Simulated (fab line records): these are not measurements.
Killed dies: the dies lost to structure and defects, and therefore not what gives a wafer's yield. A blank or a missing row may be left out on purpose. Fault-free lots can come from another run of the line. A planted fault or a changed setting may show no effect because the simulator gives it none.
Chamber matching	flow nand-harc	NHARC_A_M1_STRIP_19 on wet-bench-10 has 7 sister chambers
The step strips in post etch residue remover, time 600 s. 7 wafers are shown with their chamber, then 6 later ones without.

WAFERS, EACH WITH ITS CHAMBER
wafer	chamber	bath-heat-duty-pct (%)
L688.2	6	13.4
L688.6	2	12.1
L693.1	0	16.7
L693.2	1	12.4
L693.5	4	14.9
L708.1	7	13.4
L708.2	3	13.1

WAFERS WITHOUT THEIR CHAMBER
wafer	bath-heat-duty-pct (%)
L708.6	13.6
L705.1	12.9
L705.3	13.1
L705.6	13.3
L709.3	13.2
L709.4	13.4

WHICH CHAMBER EACH WENT THROUGH
wafer	from the rows above	in truth
L708.6	can't be placed: 6 or 7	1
L705.1	3	3
L705.3	3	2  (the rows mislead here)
L705.6	can't be placed: 6 or 7 or 3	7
L709.3	can't be placed: 3 or 6 or 7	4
L709.4	can't be placed: 6 or 7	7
Correctly placed: 1 of 6. From these rows, 4 cannot be placed; in 2 the true chamber is one of the candidates. Placed wrongly: 1.
How it was worked out, from the rows above alone: a wafer's distance from a chamber is the root of the sum, over the readings, of the square of ((its reading less the chamber's mean) divided by the reading's scatter). If the next closest chamber is less than 2 further off than the closest, the wafer can't be placed; otherwise it belongs to the closest. A chamber's mean is the mean of its shown wafers. The scatter (one wafer shown for each chamber): square how far every hidden wafer sits from the nearest shown wafer, average those squares and take the square root.
